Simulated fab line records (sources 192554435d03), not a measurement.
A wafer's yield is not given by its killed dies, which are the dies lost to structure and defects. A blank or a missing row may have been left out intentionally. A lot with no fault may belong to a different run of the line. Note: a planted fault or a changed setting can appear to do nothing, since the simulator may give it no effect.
What tool caused it? + flow n5_finfet + Sampling: 10 lots, 30 wafers, 5 of 1938 route steps

WHAT EACH GAUGE READ, for each wafer
N5_HKMG_FIN_THK_MEAS_70: measures by xrf.
| lot  | measured    | on            | HK_THK (nm)       |
|------|-------------|---------------|-------------------|
| L502 | day 4 19:14 | film_metro-02 | 1.550 1.536 1.603 |
| L503 | day 5 01:53 | film_metro-01 | 1.576 1.568 1.567 |
| L505 | day 5 10:03 | film_metro-02 | 1.587 1.589 1.546 |
| L506 | day 5 15:16 | film_metro-02 | 1.578 1.566 1.611 |
| L513 | day 7 11:11 | film_metro-01 | 1.566 1.580 1.562 |
| L514 | day 7 15:21 | film_metro-02 | 1.581 1.562 1.593 |
| L519 | day 8 20:10 | film_metro-01 | 1.582 1.575 1.541 |
| L520 | day 9 04:48 | film_metro-02 | 1.571 1.612 1.595 |
| L522 | day 9 13:35 | film_metro-02 | 1.643 1.582 1.601 |
| L523 | day 9 18:40 | film_metro-02 | 1.562 1.608 1.596 |

N5_BEOL_M4_RC_MEAS_101.
| lot  | measured     | on        | DIBL_N (mV/V)  | DIBL_P (mV/V)  | IOFF_N (nA/um) | IOFF_N_85C (nA/um) | IOFF_N_LIN (nA/um) | IOFF_N_LONG (nA/um)        | IOFF_P (nA/um) | ION_N (uA/um) | ION_P (uA/um) | SS_N (mV/dec)  | SS_P (mV/dec)  | VT_N (mV)   | VT_N_LONG (mV)    | VT_N_LVT (mV) | VT_P (mV)      |
|------|--------------|-----------|----------------|----------------|----------------|--------------------|--------------------|----------------------------|----------------|---------------|---------------|----------------|----------------|-------------|-------------------|---------------|----------------|
| L502 | day 9 17:16  | prober-01 | 37.6 35.8 35.0 | 38.7 35.3 35.0 | 0.17 0.13 0.12 | 3.4 2.8 2.5        | 0.080 0.063 0.059  | 5.45e-05 5.69e-05 5.57e-05 | 0.21 0.16 0.16 | 675 672 666   | 462 452 455   | 72.0 71.6 70.9 | 73.9 72.1 72.7 | 248 252 252 | 271.3 272.4 273.9 | 97 100 101    | -250 -256 -255 |
| L503 | day 10 10:26 | prober-02 | 38.8 35.0 36.4 | 38.2 33.1 35.1 | 0.18 0.12 0.15 | 3.6 2.4 3.0        | 0.082 0.057 0.070  | 5.07e-05 5.16e-05 5.21e-05 | 0.23 0.16 0.20 | 684 666 686   | 466 455 464   | 71.7 70.6 71.9 | 73.9 73.1 73.5 | 252 256 251 | 277.6 276.7 277.7 | 98 104 98     | -247 -255 -251 |
| L505 | day 10 16:30 | prober-02 | 36.3 35.1 37.4 | 35.5 33.6 36.4 | 0.15 0.13 0.18 | 3.0 2.6 3.4        | 0.071 0.064 0.084  | 5.79e-05 5.77e-05 5.81e-05 | 0.19 0.17 0.21 | 674 667 694   | 463 462 471   | 70.6 70.5 71.2 | 73.7 73.0 72.5 | 251 250 246 | 272.7 274.0 274.5 | 97 99 94      | -251 -252 -254 |
| L506 | day 10 15:55 | prober-01 | 35.5 35.7 34.7 | 36.4 36.0 34.5 | 0.16 0.15 0.13 | 3.2 3.0 2.7        | 0.077 0.071 0.064  | 5.4e-05 5.44e-05 5.49e-05  | 0.22 0.21 0.18 | 679 668 663   | 465 457 451   | 71.4 71.8 71.7 | 73.5 72.9 73.5 | 248 251 253 | 275.9 275.1 277.5 | 99 101 102    | -251 -248 -250 |
| L513 | day 13 03:26 | prober-01 | 33.4 35.7 36.9 | 34.7 36.9 39.4 | 0.05 0.16 0.19 | 1.2 3.0 3.5        | 0.024 0.073 0.083  | 3.12e-05 5.48e-05 5.47e-05 | 0.24 0.22 0.26 | 600 672 668   | 466 461 463   | 71.0 71.3 72.0 | 72.7 73.6 74.2 | 278 250 247 | 299.8 273.7 275.0 | 126 98 96     | -241 -250 -248 |
| L514 | day 13 12:34 | prober-02 | 35.9 38.0 36.0 | 34.6 38.2 35.5 | 0.14 0.19 0.15 | 2.8 3.5 2.9        | 0.066 0.084 0.070  | 5.38e-05 5.39e-05 5.37e-05 | 0.19 0.24 0.20 | 661 675 661   | 454 463 457   | 72.3 71.3 71.9 | 73.2 73.5 73.4 | 251 246 251 | 277.8 276.0 275.4 | 103 96 100    | -250 -249 -250 |
| L519 | day 14 05:22 | prober-02 | 34.3 34.8 33.7 | 32.5 33.8 31.3 | 0.10 0.12 0.09 | 2.1 2.4 1.9        | 0.048 0.058 0.046  | 5.09e-05 5.21e-05 5.14e-05 | 0.13 0.14 0.12 | 642 676 651   | 435 460 442   | 70.7 71.0 70.2 | 72.8 73.8 71.9 | 257 253 258 | 276.5 277.8 277.3 | 103 98 103    | -258 -256 -259 |
| L520 | day 14 09:46 | prober-01 | 34.4 35.5 38.4 | 34.3 36.6 40.4 | 0.15 0.17 0.24 | 3.0 3.3 4.4        | 0.071 0.080 0.103  | 5.99e-05 6e-05 5.83e-05    | 0.21 0.25 0.32 | 678 699 690   | 465 479 468   | 71.0 72.3 72.9 | 72.0 73.0 74.0 | 246 247 243 | 273.5 274.9 272.5 | 97 97 92      | -247 -246 -243 |
| L522 | day 15 18:29 | prober-02 | 35.4 34.7 40.7 | 36.1 35.6 41.8 | 0.13 0.13 0.24 | 2.6 2.6 4.4        | 0.061 0.062 0.104  | 5.31e-05 5.3e-05 5.42e-05  | 0.16 0.16 0.26 | 665 662 697   | 456 456 463   | 71.8 71.1 73.0 | 72.6 73.2 74.2 | 254 252 245 | 275.6 274.4 274.7 | 103 100 92    | -253 -256 -247 |
| L523 | day 16 21:25 | prober-01 | 35.7 37.1 35.8 | 34.9 36.6 35.0 | 0.15 0.17 0.15 | 3.0 3.2 3.0        | 0.072 0.077 0.074  | 5.66e-05 5.6e-05 5.7e-05   | 0.21 0.23 0.21 | 665 670 680   | 459 462 463   | 71.9 72.6 72.4 | 72.9 73.0 72.9 | 250 248 253 | 276.8 275.8 273.3 | 100 99 100    | -250 -248 -251 |

TOOL THAT RAN EACH LOT (tool first, then ch and the chambers of the sampled wafers, then the start)
| lot  | N5_HKMG_FIN_STRIP_19                | N5_HKMG_FIN_ALD_91                 | N5_HKMG_FIN_STRIP_69                |
|------|-------------------------------------|------------------------------------|-------------------------------------|
| L502 | plasma_asher-01 ch 0,1, day 4 20:55 | ald_metal-04 ch 0,1,2, day 4 21:10 | plasma_asher-02 ch 0,1, day 4 23:04 |
| L503 | plasma_asher-01 ch 0,1, day 5 03:34 | ald_metal-04 ch 0,1,2, day 5 03:50 | plasma_asher-02 ch 0,1, day 5 06:13 |
| L505 | plasma_asher-01 ch 0,1, day 5 11:43 | ald_metal-02 ch 1,3, day 5 11:59   | plasma_asher-01 ch 0,1, day 5 13:58 |
| L506 | plasma_asher-01 ch 0,1, day 5 17:16 | ald_metal-02 ch 0,1,3, day 5 17:39 | plasma_asher-02 ch 0,1, day 5 19:25 |
| L513 | plasma_asher-02 ch 0,1, day 7 12:52 | ald_metal-02 ch 1,2,3, day 7 13:08 | plasma_asher-02 ch 0,1, day 7 15:22 |
| L514 | plasma_asher-02 ch 0,1, day 7 17:08 | ald_metal-01 ch 0,2,3, day 7 17:24 | plasma_asher-01 ch 0,1, day 7 19:29 |
| L519 | plasma_asher-01 ch 0,1, day 8 21:50 | ald_metal-04 ch 0,2,3, day 8 22:06 | plasma_asher-01 ch 0,1, day 9 00:05 |
| L520 | plasma_asher-02 ch 0, day 9 06:20   | ald_metal-04 ch 2,3, day 9 06:43   | plasma_asher-02 ch 0,1, day 9 08:29 |
| L522 | plasma_asher-01 ch 0,1, day 9 15:01 | ald_metal-04 ch 1,2,3, day 9 15:24 | plasma_asher-01 ch 0,1, day 9 17:14 |
| L523 | plasma_asher-02 ch 0,1, day 9 20:13 | ald_metal-04 ch 1,2,3, day 9 20:29 | plasma_asher-02 ch 0,1, day 9 22:33 |
- N5_HKMG_FIN_STRIP_19: strips in N2/H2, time 360 s.
- N5_HKMG_FIN_ALD_91: deposits TiN, target thk 1 nm, pulse time 1 s, purge time 3 s.
- N5_HKMG_FIN_STRIP_69: strips in N2/H2, time 360 s.

WHAT THE TOOLS THEMSELVES READ (means of the sampled wafers that have a number; where no wafer has one, the mark that the record gives instead)
N5_HKMG_FIN_STRIP_19.
| lot  | tool            | drypump_motor_current_A (A) | heater_power_w (W) |
|------|-----------------|-----------------------------|--------------------|
| L502 | plasma_asher-01 | 5.88                        | 456                |
| L503 | plasma_asher-01 | 5.94                        | 453                |
| L505 | plasma_asher-01 | 5.85                        | 476                |
| L506 | plasma_asher-01 | 5.85                        | 478                |
| L513 | plasma_asher-02 | 5.79                        | 400                |
| L514 | plasma_asher-02 | 5.76                        | 430                |
| L519 | plasma_asher-01 | 5.90                        | 456                |
| L520 | plasma_asher-02 | 5.77                        | 456                |
| L522 | plasma_asher-01 | 5.91                        | 452                |
| L523 | plasma_asher-02 | 5.79                        | 427                |

N5_HKMG_FIN_ALD_91.
| lot  | tool         | heater_power_w (W) | precursor_pulse_height_rel |
|------|--------------|--------------------|----------------------------|
| L502 | ald_metal-04 | 875                | 0.982                      |
| L503 | ald_metal-04 | 880                | 1.009                      |
| L505 | ald_metal-02 | 865                | 1.008                      |
| L506 | ald_metal-02 | 925                | 1.013                      |
| L513 | ald_metal-02 | 852                | 0.992                      |
| L514 | ald_metal-01 | 869                | 1.005                      |
| L519 | ald_metal-04 | 903                | 0.972                      |
| L520 | ald_metal-04 | 829                | 0.992                      |
| L522 | ald_metal-04 | 833                | 0.995                      |
| L523 | ald_metal-04 | 844                | 1.005                      |

N5_HKMG_FIN_STRIP_69.
| lot  | tool            | drypump_motor_current_A (A) | heater_power_w (W) |
|------|-----------------|-----------------------------|--------------------|
| L502 | plasma_asher-02 | 5.78                        | 402                |
| L503 | plasma_asher-02 | 5.80                        | 401                |
| L505 | plasma_asher-01 | 5.87                        | 449                |
| L506 | plasma_asher-02 | 5.79                        | 406                |
| L513 | plasma_asher-02 | 5.78                        | 429                |
| L514 | plasma_asher-01 | 5.89                        | 467                |
| L519 | plasma_asher-01 | 5.87                        | 479                |
| L520 | plasma_asher-02 | 5.79                        | 427                |
| L522 | plasma_asher-01 | 5.86                        | 476                |
| L523 | plasma_asher-02 | 5.78                        | 403                |

THE ANSWER, worked out from the rows above alone
Rule: usual is defined by the lots themselves. The widest of any qualifying gaps counts: lots, ordered by their means at a reading, are off when they make up no more than a third of the lots, leave a main group of 4 or more, and stand apart from it by 3 or more times the standard deviation of that group's means. The tables above print the reading to a certain number of digits; a main group whose means all agree to those digits is not used. Also off: a lot with no number at a reading for which 4 or more lots have one. All remaining lots with rows at the step are treated as sound. First the gauges in route order, then the tools' own readings, where a lot's mean is used as printed above. At the first step where some lot is off, the reading lying furthest off is the one used; lots without a number count as furthest.
Off: at N5_BEOL_M4_RC_MEAS_101 (VT_N_LONG), L513. The main group: mean 275.2 mV, standard deviation 1.6.
A tool fits if, at a process step before that reading, it ran every lot that is off, and no sound lot after the first of them. The gauges at N5_BEOL_M4_RC_MEAS_101 are tried like those tools. One candidate fits, namely ald_metal-02 at N5_HKMG_FIN_ALD_91. A fault onset in the window from L506 (day 5 17:39, its last sound lot) to L513 (day 7 13:08, its first lot off) fits.

WHAT THE SIMULATOR HAD INSERTED
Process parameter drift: ald_metal-02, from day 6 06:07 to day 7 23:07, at N5_HKMG_FIN_ALD_91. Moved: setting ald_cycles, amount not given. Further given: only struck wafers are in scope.
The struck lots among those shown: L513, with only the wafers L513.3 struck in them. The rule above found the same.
